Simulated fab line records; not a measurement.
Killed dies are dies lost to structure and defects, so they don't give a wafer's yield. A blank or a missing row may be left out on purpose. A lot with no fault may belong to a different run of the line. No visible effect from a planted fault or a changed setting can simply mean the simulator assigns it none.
A struck lot beside a sound one :: flow n5Finfet :: 19 out of 1938 route steps
Sound: the wafers L558.2, L558.3, L558.6. Wafers L541.3, L541.5, L541.6 were the ones struck. Last of all comes the cause.
Each step with rows lists, per side, the tool, then ch with its chambers, then its first start. Under that, the readings that differ: sound wafers :: struck wafers :: difference of the means :: sigmas: that difference in standard deviations of wafers without a fault.
alike: words and numbers the same on both sides, and readings whose means are apart by under 2 such deviations; not compared: readings that were withheld, readings missing a value for some wafer, numbers with overlapping values and no deviation given by the record, and bounds like >300 which may hide the same value.
The two part at a step that has a row with sigmas, a row that says differs or no value, or rows on one side only. When numbers do not overlap yet have no deviation, they are printed without sigmas and do not part them. Lack of a reading on every wafer of one side parts them only where that side has two or more wafers.

first, 9 steps without rows for these wafers: N5_BEOL_M1_CO_CAP_55 (material Co, precursor CCTBA/H2, target thk 2 nm, time 102.1 s); N5_BEOL_M1_PRE_CLEAN_56 (time 15 s); N5_BEOL_M1_DEP_57 (deposits SiCN from 3MS/NH3, target thk 8 nm, time 14 s); N5_BEOL_M2_ILD_DEP_00 (deposits SiOC from DEMS/O2, target thk 79 nm, time 15.3 s); N5_BEOL_M2_PECVD_72 (deposits SiO2 from TEOS/O2, target thk 16 nm, time 18 s); N5_BEOL_M2_HM_DEP_02 (deposits TiN, target thk 20 nm); N5_BEOL_M2_COAT_61 (time 60 s, resist thk 60 nm); N5_BEOL_M2_COAT_62 (time 60 s, resist thk 12 nm); N5_BEOL_M2_COAT_73 (time 60 s, resist thk 5 nm).
N5_BEOL_M2_COAT_05: resist thk 30 nm.
  sound on lithoTrack-01 ch 0, day 11 13:48; struck on lithoTrack-01 ch 0, day 7 04:25
reading: resistLineTempC (C)
sound: 22.80 22.95 22.95
struck: 23.09 23.25 23.23
difference: +0.29
sigmas: +3

reading: spinSpeedRpm (rpm)
sound: 1499.5 1501.1 1500.1
struck: 1418.1 1419.9 1418.9
difference: -81.3
sigmas: -89

reading: model.CAR-EUV_of_BEOL_M2_COAT_05.thkNm (nm)
sound: 30 30 30
struck: 31 31 31
difference: +1
sigmas: 
  alike: dispensePressureKPa
then, 5 steps without rows for these wafers: N5_BEOL_M2_EBR_07; N5_BEOL_M2_SOFTBAKE_06 (time 60 s); N5_BEOL_M2_EXPOSE_08 (exposes mask M2); N5_BEOL_M2_PEB_09 (peb time 60 s); N5_BEOL_M2_DEVELOP_10 (develop time 30 s).
N5_BEOL_M2_DESCUM_16: chemistry O2, time 7 s.
  sound on rieDiel-06 ch 0,1,3, day 11 14:25; struck on rieDiel-06 ch 0,1,2, day 7 05:02
reading: model.CAR-EUV_of_BEOL_M2_COAT_05.thkNm (nm)
sound: 26 26 26
struck: 27 27 27.2
difference: +1
sigmas: 
  alike: drypumpMotorCurrentA, oesProductAu, rfFwdPowerW, rfVppV, showerheadPlenumPTorr, throttleValvePct
  not compared: rfHoursCounterH
then, 1 step without rows for these wafers: N5_BEOL_M2_ETCH_74 (etches underlayer in N2/H2, target depth 6.5 nm, time 5.2 s).
N5_BEOL_M4_RC_MEAS_101:
  sound on prober-02 ch 0, day 13 03:47; struck on prober-01 ch 0, day 8 15:01
  alike: DIBL_N, DIBL_P, IOFF_N, IOFF_P, ION_N, ION_P, SS_N, SS_P, VT_N, VT_P
then, 1 step without rows for these wafers: N5_PASSIVATION_PROBE_49.

WHERE THEY PART
Within this record, at N5_BEOL_M2_COAT_05 only. Later steps at which nothing parts them and some readings are alike: N5_BEOL_M2_DESCUM_16, N5_BEOL_M4_RC_MEAS_101.

WHY: what had been put in by the simulator
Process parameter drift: lithoTrack-01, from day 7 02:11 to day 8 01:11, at N5_BEOL_M2_COAT_05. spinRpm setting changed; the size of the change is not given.
